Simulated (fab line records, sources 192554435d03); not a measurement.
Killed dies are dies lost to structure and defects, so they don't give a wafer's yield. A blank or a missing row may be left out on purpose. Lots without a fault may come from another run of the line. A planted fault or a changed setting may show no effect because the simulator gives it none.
Chamber matching | flow n5_finfet | N5_BEOL_M0_CUTY_DESCUM_61 on rie_diel-02: 4 sister chambers
The step chemistry O2, time 7.9 s. 8 wafers are shown with their chamber, then 8 later ones without.

WAFERS WITH THEIR CHAMBER
wafer  | chamber | drypump_motor_current_A (A) | showerhead_plenum_p_Torr (Torr)
L074.5 | 2       | 6.0                         | 2.21
L079.6 | 0       | 6.4                         | 2.00
L083.1 | 2       | 6.0                         | 2.20
L083.4 | 3       | 6.3                         | 2.12
L095.2 | 3       | 6.4                         | 2.11
L095.5 | 0       | 6.3                         | 1.99
L095.6 | 1       | 6.2                         | 2.23
L094.3 | 1       | 6.2                         | 2.23

WAFERS WITHOUT THEIR CHAMBER
wafer  | drypump_motor_current_A (A) | showerhead_plenum_p_Torr (Torr)
L094.4 | 6.3                         | 2.11
L094.5 | 6.4                         | 2.11
L090.1 | 6.0                         | 2.19
L090.3 | 6.4                         | 2.11
L090.6 | 6.0                         | 2.18
L091.1 | 6.3                         | 2.11
L091.2 | 6.4                         | 1.99
L091.3 | 6.2                         | 2.23

WHICH CHAMBER EACH WENT THROUGH
wafer  | from the rows above | in truth
L094.4 | 3                   | 3
L094.5 | 3                   | 3
L090.1 | 2                   | 2
L090.3 | 3                   | 3
L090.6 | 2                   | 2
L091.1 | 3                   | 3
L091.2 | 0                   | 0
L091.3 | 1                   | 1
Placed correctly: 8 of 8. Can't be placed from these rows: 0. Placed wrongly: 0.
How it was worked out, from the rows above alone: a wafer's distance from a chamber is the root of the sum, over the readings, of the square of ((its reading less the chamber's mean) divided by the reading's scatter). The wafer belongs to the nearest chamber; if the next one is less than 2 further off, it can't be placed. A chamber's mean is the mean of its shown wafers. The scatter: the root of (the sum of the squares of (reading less its chamber's mean) over the shown wafers, divided by (wafers less chambers)).
